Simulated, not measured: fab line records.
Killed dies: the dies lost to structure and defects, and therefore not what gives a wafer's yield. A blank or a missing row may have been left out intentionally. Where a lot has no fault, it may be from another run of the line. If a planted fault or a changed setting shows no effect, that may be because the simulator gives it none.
Matching of chambers :: flow n5 finfet :: N5_BEOL_M7_ETCH_72 on rie diel-01: 4 sister chambers
The step etches underlayer in N2/H2, target depth 6.5 nm, time 5.2 s. 16 wafers are shown with their chamber, then 8 later ones without.

WAFERS, EACH WITH ITS CHAMBER
wafer: L075.1
chamber: 2
showerhead plenum p Torr (Torr): 2.64
throttle valve pct (%): 17.62
oes product au (a.u.): 0.60

wafer: L075.4
chamber: 0
showerhead plenum p Torr (Torr): 2.58
throttle valve pct (%): 17.79
oes product au (a.u.): 0.77

wafer: L075.6
chamber: 0
showerhead plenum p Torr (Torr): 2.58
throttle valve pct (%): 17.77
oes product au (a.u.): 0.78

wafer: L079.3
chamber: 1
showerhead plenum p Torr (Torr): 2.67
throttle valve pct (%): 17.60
oes product au (a.u.): 0.72

wafer: L079.4
chamber: 3
showerhead plenum p Torr (Torr): 2.52
throttle valve pct (%): 17.85
oes product au (a.u.): 0.62

wafer: L079.5
chamber: 1
showerhead plenum p Torr (Torr): 2.67
throttle valve pct (%): 17.60
oes product au (a.u.): 0.73

wafer: L081.2
chamber: 3
showerhead plenum p Torr (Torr): 2.52
throttle valve pct (%): 17.87
oes product au (a.u.): 0.62

wafer: L081.3
chamber: 0
showerhead plenum p Torr (Torr): 2.58
throttle valve pct (%): 17.76
oes product au (a.u.): 0.76

wafer: L081.4
chamber: 2
showerhead plenum p Torr (Torr): 2.63
throttle valve pct (%): 17.63
oes product au (a.u.): 0.60

wafer: L084.1
chamber: 2
showerhead plenum p Torr (Torr): 2.63
throttle valve pct (%): 17.64
oes product au (a.u.): 0.60

wafer: L084.2
chamber: 1
showerhead plenum p Torr (Torr): 2.67
throttle valve pct (%): 17.59
oes product au (a.u.): 0.71

wafer: L084.4
chamber: 3
showerhead plenum p Torr (Torr): 2.51
throttle valve pct (%): 17.88
oes product au (a.u.): 0.61

wafer: L088.3
chamber: 3
showerhead plenum p Torr (Torr): 2.51
throttle valve pct (%): 17.88
oes product au (a.u.): 0.61

wafer: L088.4
chamber: 0
showerhead plenum p Torr (Torr): 2.57
throttle valve pct (%): 17.80
oes product au (a.u.): 0.76

wafer: L088.5
chamber: 2
showerhead plenum p Torr (Torr): 2.63
throttle valve pct (%): 17.65
oes product au (a.u.): 0.58

wafer: L090.1
chamber: 1
showerhead plenum p Torr (Torr): 2.66
throttle valve pct (%): 17.62
oes product au (a.u.): 0.69

SIGNATURES, as means of the wafers listed above
reading: showerhead plenum p Torr
chamber 0: 2.5775
chamber 1: 2.6675
chamber 2: 2.6325
chamber 3: 2.5150
scatter within a chamber: 0.0052

reading: throttle valve pct
chamber 0: 17.7800
chamber 1: 17.6025
chamber 2: 17.6350
chamber 3: 17.8700
scatter within a chamber: 0.0146

reading: oes product au
chamber 0: 0.7675
chamber 1: 0.7125
chamber 2: 0.5950
chamber 3: 0.6150
scatter within a chamber: 0.0114
Rule: for each reading, subtract the chamber's mean from the wafer's reading, divide by that reading's scatter and square the result; add these up over the readings and take the root, which gives the wafer's distance from the chamber. The wafer belongs to the nearest chamber; if the next one is less than 2 further off, it can't be placed. The scatter: take each reading less its chamber's mean, square it, sum over the shown wafers, divide by the number of wafers less the number of chambers, and take the root.

WAFERS WHOSE CHAMBER IS MISSING
wafer: L090.4
showerhead plenum p Torr (Torr): 2.57
throttle valve pct (%): 17.82
oes product au (a.u.): 0.75

wafer: L090.5
showerhead plenum p Torr (Torr): 2.66
throttle valve pct (%): 17.63
oes product au (a.u.): 0.70

wafer: L093.3
showerhead plenum p Torr (Torr): 2.66
throttle valve pct (%): 17.65
oes product au (a.u.): 0.69

wafer: L093.4
showerhead plenum p Torr (Torr): 2.66
throttle valve pct (%): 17.64
oes product au (a.u.): 0.70

wafer: L093.6
showerhead plenum p Torr (Torr): 2.57
throttle valve pct (%): 17.85
oes product au (a.u.): 0.74

wafer: L096.3
showerhead plenum p Torr (Torr): 2.57
throttle valve pct (%): 17.82
oes product au (a.u.): 0.73

wafer: L096.5
showerhead plenum p Torr (Torr): 2.66
throttle valve pct (%): 17.67
oes product au (a.u.): 0.69

wafer: L096.6
showerhead plenum p Torr (Torr): 2.57
throttle valve pct (%): 17.81
oes product au (a.u.): 0.74

EACH ONE'S CHAMBER
wafer: L090.4
from the rows above: 0
in truth: 0

wafer: L090.5
from the rows above: 1
in truth: 1

wafer: L093.3
from the rows above: 1
in truth: 1

wafer: L093.4
from the rows above: 1
in truth: 1

wafer: L093.6
from the rows above: 0
in truth: 0

wafer: L096.3
from the rows above: 0
in truth: 0

wafer: L096.5
from the rows above: 1
in truth: 1

wafer: L096.6
from the rows above: 0
in truth: 0
Correct placement for 8 of the 8. Left unplaced by these rows: 0. Number placed wrongly: 0.
